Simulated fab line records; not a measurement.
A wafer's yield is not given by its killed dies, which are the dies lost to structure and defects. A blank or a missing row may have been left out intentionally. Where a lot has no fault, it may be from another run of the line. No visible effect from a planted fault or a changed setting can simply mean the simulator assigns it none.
Which tool did it?	flow n5 finfet	Sampling: 10 lots, 29 wafers, 4 of 1938 route steps

== WHAT EACH GAUGE READ, for each wafer ==
N5_BEOL_M0_INSPECT_127: inspects for defects (darkfield).
lot	measured	on	raw defect count
L420	day 6 00:23	defect inspect-02	137 93 94
L421	day 6 08:01	defect inspect-02	36 31 54
L422	day 6 22:19	defect inspect-02	77 114 72
L432	day 9 11:19	defect inspect-01	1061 44 61
L435	day 9 20:44	defect inspect-02	79 65 1079
L437	day 10 02:57	defect inspect-02	82 53 45
L438	day 10 17:17	defect inspect-01	55 89 69
L440	day 11 10:49	defect inspect-02	72 82 96
L442	day 11 17:16	defect inspect-01	71 108
L443	day 12 00:54	defect inspect-01	57 103 75

== WHAT TOOL EACH LOT RAN ON (gives the tool, then ch and the chambers of the sampled wafers, and finally the start) ==
lot	N5_BEOL_M0_ALD_136	N5_BEOL_M0_SPUTTER_134	N5_BEOL_M0_PRE_CLEAN_124
L420	ald metal-03 ch 0,1, day 5 19:12	pvd sputter-03, day 5 20:04	pecvd-02 ch 0,1,2, day 6 00:16
L421	ald metal-03 ch 0,1,2, day 6 02:54	pvd sputter-03, day 6 03:32	pecvd-03 ch 0,1,2, day 6 07:53
L422	ald metal-03 ch 1,3, day 6 17:00	pvd sputter-01, day 6 17:38	pecvd-03 ch 0,2, day 6 22:13
L432	ald metal-04 ch 1,2,3, day 9 08:04	pvd sputter-03, day 9 10:01	pecvd-03 ch 0,1,2, day 9 11:12
L435	ald metal-01 ch 0,2,3, day 9 16:40	pvd sputter-02, day 9 19:31	pecvd-03 ch 0,1, day 9 20:36
L437	ald metal-03 ch 1,2,3, day 10 00:29	pvd sputter-03, day 10 01:37	pecvd-01 ch 0,1, day 10 02:50
L438	ald metal-03 ch 0,1,2, day 10 15:06	pvd sputter-01, day 10 16:05	pecvd-02 ch 0,2, day 10 17:10
L440	ald metal-01 ch 2,3, day 11 08:55	pvd sputter-02, day 11 09:34	pecvd-01 ch 0,2, day 11 10:41
L442	ald metal-01 ch 2,3, day 11 14:55	pvd sputter-03, day 11 15:49	pecvd-02 ch 1,2, day 11 17:09
L443	ald metal-03 ch 0,1,2, day 11 22:34	pvd sputter-03, day 11 23:27	pecvd-02 ch 0,1,2, day 12 00:47
- N5_BEOL_M0_ALD_136: deposits TaN, pulse time 2 s, purge time 3 s, co reactant purge time 2 s.
- N5_BEOL_M0_SPUTTER_134: material Cu, target thk 4 nm, time 7.37 s.
- N5_BEOL_M0_PRE_CLEAN_124: time 15 s.

== THE ANSWER, worked out from the rows above alone ==
Rule: what is usual is taken from the lots themselves. The widest of any qualifying gaps counts: lots, ordered by their means at a reading, are off when they make up no more than a third of the lots, leave a main group of 4 or more, and stand apart from it by 3 or more times the standard deviation of that group's means. Not used: any main group whose means are identical at the precision the tables above print for the reading. Also off: a lot with no number at a reading for which 4 or more lots have one. All remaining lots with rows at the step are treated as sound.
Off: L432, L435, at N5_BEOL_M0_INSPECT_127 (raw defect count). Mean 77 and standard deviation 19 in the main group.
If a tool, at a process step before that reading, ran all the lots that are off and no sound lot after the first of them, it fits. Those tools and the gauges at N5_BEOL_M0_INSPECT_127 are tried in the same way. One candidate fits, namely pecvd-03 at N5_BEOL_M0_PRE_CLEAN_124. A fault onset in the window from L422 (day 6 22:13, its last sound lot) to L432 (day 9 11:12, its first lot off) fits.

== WHAT THE SIMULATOR HAD INSERTED ==
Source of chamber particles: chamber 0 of pecvd-03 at N5_BEOL_M0_PRE_CLEAN_124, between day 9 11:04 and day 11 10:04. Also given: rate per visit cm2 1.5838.
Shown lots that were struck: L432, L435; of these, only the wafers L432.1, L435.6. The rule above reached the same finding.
